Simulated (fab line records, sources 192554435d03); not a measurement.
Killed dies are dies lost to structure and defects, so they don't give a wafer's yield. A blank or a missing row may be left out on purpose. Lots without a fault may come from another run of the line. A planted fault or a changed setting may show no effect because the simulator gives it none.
Problem report in the 8D (eight disciplines) form, filled by code | flow n5_finfet | the parts of the form that need people (team, actions taken, sign-off) are left out

1. THE PROBLEM
spin_speed_rpm at N5_BEOL_M14_COAT_66 reads a mean of 1669.0 rpm on 6 wafers of 2 lots; wafers without a fault read 1499.9 rpm with a standard deviation of 1.1. That is +99 or more standard deviations from the usual mean.
The step: time 60 s, resist thk 110 nm.
First seen on wafer L457.3, day 14 00:02, on litho_track-03. The record holds 33 wafers of 11 lots with a number at this step. Rule for "out", or "out of limits": more than 4 standard deviations from the usual mean. The other wafers with a number count as sound.

2. WHAT IT IS AND WHAT IT IS NOT
question                    | is                     | is not
which readings at this step | spin_speed_rpm         | plate_temp_C
which lots                  | L457, L462             | L450, L451, L452, L455, L458, L464, L468, L469, L470
which wafers of those lots  | all that have a number | -
read on which tools         | litho_track-03         | litho_track-01, litho_track-04
when                        | from day 14 00:02      | up to then (15 sound wafers); but 12 sound wafers of L464, L468, L469, L470 came after

3. SUSPECTS, AND WHAT RULES EACH OUT
Counting: a tool at a process step up to the reading stays a suspect if it ran every lot that is out and no sound lot after the first of them.
- litho_track-03 at N5_BEOL_M14_COAT_66 (time 60 s, resist thk 110 nm): kept. It ran every lot that is out, first L457 (day 14 00:02), and no sound lot after that; its last sound lot up to then is L458 (day 13 21:20). Its own readings are out on those wafers: spin_speed_rpm.
Left after counting: litho_track-03 at N5_BEOL_M14_COAT_66.

4. THE CAUSE (what the simulator had put in)
Process parameter drift: litho_track-03, from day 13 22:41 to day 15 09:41, at N5_BEOL_M14_COAT_66. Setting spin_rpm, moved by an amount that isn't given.
Counting left only this tool.

5. THE CHAIN OF EFFECTS, in route order
Each row: a reading whose mean over the struck wafers that have a number lies more than 3 standard deviations from the usual. Only readings for which the record gives a usual standard deviation are gone through. hours: the time from each lot's start at the first step in this table that gives one to its start at this step, as a median over the lots. sigmas: the change in usual standard deviations.
hours | step                | reading        | usual      | on struck wafers | change | sigmas
0     | N5_BEOL_M14_COAT_66 | spin_speed_rpm | 1499.9 rpm | 1669.0           | +169.0 | +99 or more
The process steps in it:
- N5_BEOL_M14_COAT_66: time 60 s, resist thk 110 nm.
Later measuring or inspecting steps at which every struck wafer that the step has a row for has a number for every such reading, and none has moved that far: N5_BEOL_M14_INSPECT_30.

6. WHAT WOULD HAVE CAUGHT IT SOONER
In this record the first reading out of limits was taken at day 14 00:02, 1 hour after the fault began at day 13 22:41.
